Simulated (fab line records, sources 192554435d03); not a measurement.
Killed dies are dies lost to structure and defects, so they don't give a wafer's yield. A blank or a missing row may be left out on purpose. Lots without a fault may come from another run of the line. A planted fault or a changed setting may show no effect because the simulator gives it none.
Which tool did it? | flow n5_finfet | 10 lots, 30 wafers sampled, at 5 steps of a route of 1938

WHAT THE GAUGES READ, wafer by wafer
N5_BEOL_M4_RC_MEAS_101. Usual: DIBL_N 36.7 mV/V, standard deviation 2.4; DIBL_P 37.4 mV/V, standard deviation 2.9; IOFF_N 0.18 nA/um, standard deviation 0.05; IOFF_P 0.23 nA/um, standard deviation 0.058; ION_N 683 uA/um, standard deviation 16; ION_P 467 uA/um, standard deviation 11; SS_N 71.7 mV/dec, standard deviation 0.77; SS_P 73.5 mV/dec, standard deviation 0.87; VT_N 249 mV, standard deviation 4.3; VT_P -250 mV, standard deviation 4.4.
lot  | measured     | on        | DIBL_N (mV/V)  | DIBL_P (mV/V)  | IOFF_N (nA/um) | IOFF_P (nA/um) | ION_N (uA/um) | ION_P (uA/um) | SS_N (mV/dec)  | SS_P (mV/dec)  | VT_N (mV)   | VT_P (mV)      | flag
L335 | day 8 05:15  | prober-01 | 40.3 39.0 38.0 | 40.8 38.0 38.5 | 0.21 0.17 0.17 | 0.26 0.21 0.23 | 705 685 665   | 477 461 456   | 72.5 72.2 71.6 | 74.6 73.5 73.4 | 248 250 250 | -248 -254 -252 |
L339 | day 9 09:02  | prober-01 | 36.1 37.2 36.5 | 36.6 36.7 36.5 | 0.17 0.17 0.17 | 0.26 0.24 0.24 | 687 664 688   | 481 454 474   | 71.3 72.0 71.9 | 73.1 73.6 73.3 | 246 249 249 | -246 -246 -248 |
L341 | day 9 17:10  | prober-01 | 39.1 35.8 39.2 | 37.9 35.5 39.8 | 0.23 0.16 0.24 | 0.31 0.25 0.35 | 676 682 699   | 473 475 477   | 73.1 71.4 71.8 | 73.8 73.0 74.4 | 245 250 244 | -244 -248 -241 |
L343 | day 10 08:22 | prober-01 | 41.1 33.5 36.9 | 42.0 33.5 37.0 | 0.25 0.11 0.16 | 0.24 0.13 0.17 | 699 681 680   | 458 466 450   | 73.2 70.7 72.0 | 74.5 72.6 73.5 | 246 253 250 | -251 -259 -256 |
L344 | day 10 11:44 | prober-01 | 37.4 36.5 38.0 | 38.8 35.5 38.7 | 0.19 0.15 0.19 | 0.24 0.18 0.24 | 682 667 697   | 463 448 475   | 72.1 71.5 72.1 | 73.5 71.9 73.1 | 248 251 245 | -250 -253 -249 |
L345 | day 10 19:13 | prober-02 | 34.1 34.8 35.5 | 33.5 34.8 36.5 | 0.12 0.13 0.16 | 0.18 0.19 0.23 | 677 684 711   | 468 477 484   | 69.9 71.2 70.5 | 72.7 73.0 73.3 | 252 252 246 | -252 -249 -246 |
L350 | day 11 20:03 | prober-02 | 34.8 32.5 34.2 | 37.0 34.5 36.5 | 0.14 0.11 0.13 | 0.21 0.17 0.19 | 662 665 658   | 461 463 460   | 71.4 70.2 70.7 | 73.7 72.6 73.0 | 254 258 255 | -249 -253 -252 |
L352 | day 12 14:08 | prober-01 | 40.3 40.3 35.6 | 42.7 41.8 37.4 | 0.30 0.27 0.19 | 0.37 0.34 0.24 | 702 679 703   | 484 466 483   | 73.1 73.4 71.7 | 74.9 76.0 72.8 | 240 245 245 | -243 -246 -247 |
L356 | day 13 12:54 | prober-02 | 36.6 37.9 37.5 | 38.0 38.7 39.5 | 0.18 0.18 0.22 | 0.20 0.21 0.24 | 698 673 697   | 473 456 466   | 71.7 71.9 72.2 | 73.0 73.6 73.6 | 247 249 243 | -252 -252 -249 |
L355 | day 13 16:04 | prober-02 | 37.8 34.3 33.2 | 37.7 34.0 33.0 | 0.18 0.11 0.10 | 0.20 0.15 0.14 | 684 670 668   | 457 468 462   | 71.9 71.0 70.1 | 74.1 72.7 72.2 | 248 254 257 | -254 -258 -260 |

WHICH TOOL RAN EACH LOT (tool, then ch and the chambers of the sampled wafers, then the start)
lot  | N5_BEOL_M3_ANNEAL_49         | N5_BEOL_M3_SPUTTER_86        | N5_BEOL_M3_SPUTTER_94        | N5_BEOL_M3_ANNEAL_51
L335 | pvd_sputter-03, day 7 17:50  | pvd_sputter-03, day 7 18:25  | pvd_sputter-03, day 7 19:17  | rtp_anneal-01 ch 0, day 7 19:43
L339 | pvd_sputter-03, day 8 17:58  | pvd_sputter-03, day 8 18:32  | pvd_sputter-03, day 8 19:25  | rtp_anneal-01 ch 0, day 8 19:53
L341 | pvd_sputter-01, day 8 21:58  | pvd_sputter-01, day 8 22:32  | pvd_sputter-01, day 8 23:25  | rtp_anneal-02 ch 0, day 8 23:50
L343 | pvd_sputter-02, day 9 13:46  | pvd_sputter-02, day 9 14:21  | pvd_sputter-02, day 9 15:14  | rtp_anneal-02 ch 0, day 9 15:52
L344 | pvd_sputter-03, day 10 00:43 | pvd_sputter-03, day 10 01:18 | pvd_sputter-03, day 10 02:11 | rtp_anneal-02 ch 0, day 10 02:35
L345 | pvd_sputter-03, day 10 08:02 | pvd_sputter-03, day 10 08:37 | pvd_sputter-03, day 10 09:30 | rtp_anneal-02 ch 0, day 10 09:55
L350 | pvd_sputter-02, day 11 05:25 | pvd_sputter-02, day 11 06:00 | pvd_sputter-02, day 11 06:53 | rtp_anneal-01 ch 0, day 11 07:20
L352 | pvd_sputter-03, day 11 17:54 | pvd_sputter-03, day 11 18:29 | pvd_sputter-03, day 11 19:22 | rtp_anneal-02 ch 0, day 11 19:47
L356 | pvd_sputter-02, day 12 22:17 | pvd_sputter-02, day 12 22:52 | pvd_sputter-02, day 12 23:44 | rtp_anneal-01 ch 0, day 13 00:18
L355 | pvd_sputter-02, day 13 02:43 | pvd_sputter-02, day 13 03:18 | pvd_sputter-02, day 13 04:16 | rtp_anneal-02 ch 0, day 13 04:45
- N5_BEOL_M3_ANNEAL_49: time 240 s.
- N5_BEOL_M3_SPUTTER_86: material Cu, target thk 4.5 nm, time 8.29 s.
- N5_BEOL_M3_SPUTTER_94: material Cu, target thk 4.5 nm, time 8.29 s.
- N5_BEOL_M3_ANNEAL_51: time 90 s.

WHAT THE TOOLS THEMSELVES READ (means of the sampled wafers that have a number; where no wafer has one, the mark that the record gives instead)
N5_BEOL_M3_ANNEAL_49. Usual: heater_power_w 797 W, standard deviation 98.
lot  | tool           | heater_power_w (W) | flag
L335 | pvd_sputter-03 | 786                |
L339 | pvd_sputter-03 | 883                |
L341 | pvd_sputter-01 | 742                |
L343 | pvd_sputter-02 | 776                |
L344 | pvd_sputter-03 | 778                |
L345 | pvd_sputter-03 | 854                |
L350 | pvd_sputter-02 | 829                |
L352 | pvd_sputter-03 | 785                |
L356 | pvd_sputter-02 | 709                |
L355 | pvd_sputter-02 | 807                |

N5_BEOL_M3_SPUTTER_86. Usual: chamber_pressure_pa 0.06999 Pa, standard deviation 0.00015; chuck_gas_flow_sccm 1.26 sccm, standard deviation 0.047; throttle_valve_pct 29.7 %, standard deviation 0.91.
lot  | tool           | chamber_pressure_pa (Pa) | chuck_gas_flow_sccm (sccm) | throttle_valve_pct (%) | flag
L335 | pvd_sputter-03 | 0.07002                  | 1.27                       | 30.0                   |
L339 | pvd_sputter-03 | 0.06999                  | 1.29                       | 29.3                   |
L341 | pvd_sputter-01 | 0.06995                  | 1.28                       | 30.4                   |
L343 | pvd_sputter-02 | 0.06992                  | 1.29                       | 28.9                   |
L344 | pvd_sputter-03 | 0.07010                  | 1.26                       | 30.0                   |
L345 | pvd_sputter-03 | 0.06989                  | 1.34                       | 29.3                   |
L350 | pvd_sputter-02 | 0.07000                  | 1.25                       | 29.8                   |
L352 | pvd_sputter-03 | 0.07010                  | 1.28                       | 30.3                   |
L356 | pvd_sputter-02 | 0.06995                  | 1.32                       | 30.0                   |
L355 | pvd_sputter-02 | 0.06996                  | 1.29                       | 29.4                   |

N5_BEOL_M3_SPUTTER_94. Usual: chamber_pressure_pa 0.06998 Pa, standard deviation 0.00013; chuck_gas_flow_sccm 1.27 sccm, standard deviation 0.055; throttle_valve_pct 29.7 %, standard deviation 0.92.
lot  | tool           | chamber_pressure_pa (Pa) | chuck_gas_flow_sccm (sccm) | throttle_valve_pct (%) | flag
L335 | pvd_sputter-03 | 0.06998                  | 1.29                       | 30.1                   |
L339 | pvd_sputter-03 | 0.07006                  | 1.25                       | 29.2                   |
L341 | pvd_sputter-01 | 0.06994                  | 1.20                       | 30.5                   |
L343 | pvd_sputter-02 | -                        | -                          | -                      | OFF
L344 | pvd_sputter-03 | -                        | -                          | -                      | OFF
L345 | pvd_sputter-03 | -                        | -                          | -                      | OFF
L350 | pvd_sputter-02 | 0.06982                  | 1.27                       | 29.8                   |
L352 | pvd_sputter-03 | 0.07006                  | 1.27                       | 30.3                   |
L356 | pvd_sputter-02 | 0.06994                  | 1.27                       | 29.9                   |
L355 | pvd_sputter-02 | 0.06998                  | 1.24                       | 29.3                   |

N5_BEOL_M3_ANNEAL_51. Usual: wafer_temp_C_max 226.08, standard deviation 0.25.
lot  | tool          | wafer_temp_C_max | flag
L335 | rtp_anneal-01 | 226.04           |
L339 | rtp_anneal-01 | 226.07           |
L341 | rtp_anneal-02 | 225.99           |
L343 | rtp_anneal-02 | 226.24           |
L344 | rtp_anneal-02 | 225.90           |
L345 | rtp_anneal-02 | 226.35           |
L350 | rtp_anneal-01 | 226.19           |
L352 | rtp_anneal-02 | 226.30           |
L356 | rtp_anneal-01 | 225.94           |
L355 | rtp_anneal-02 | 226.03           |

THE ANSWER, worked out from the rows above alone
Rule: a lot is off if the mean of its wafers that have a number lies more than 3 standard deviations from the usual mean. A lot without any number at a reading at which 4 lots or more have one is off too. The other lots that the step has rows for count as sound. The gauges are gone through in route order, then the tools' own readings, and for those a lot's mean is taken as printed above. The first step at which some lot is off is used, and at that step the reading that is off furthest; a lot without a number counts as furthest.
Off: L343, L344, L345, at N5_BEOL_M3_SPUTTER_94 (chamber_pressure_pa). Without a number there: L343, L344, L345.
A tool fits if, at that step or a process step before it, it ran every lot that is off, and no sound lot after the first of them. None of those tried fits.

WHAT THE SIMULATOR HAD PUT IN
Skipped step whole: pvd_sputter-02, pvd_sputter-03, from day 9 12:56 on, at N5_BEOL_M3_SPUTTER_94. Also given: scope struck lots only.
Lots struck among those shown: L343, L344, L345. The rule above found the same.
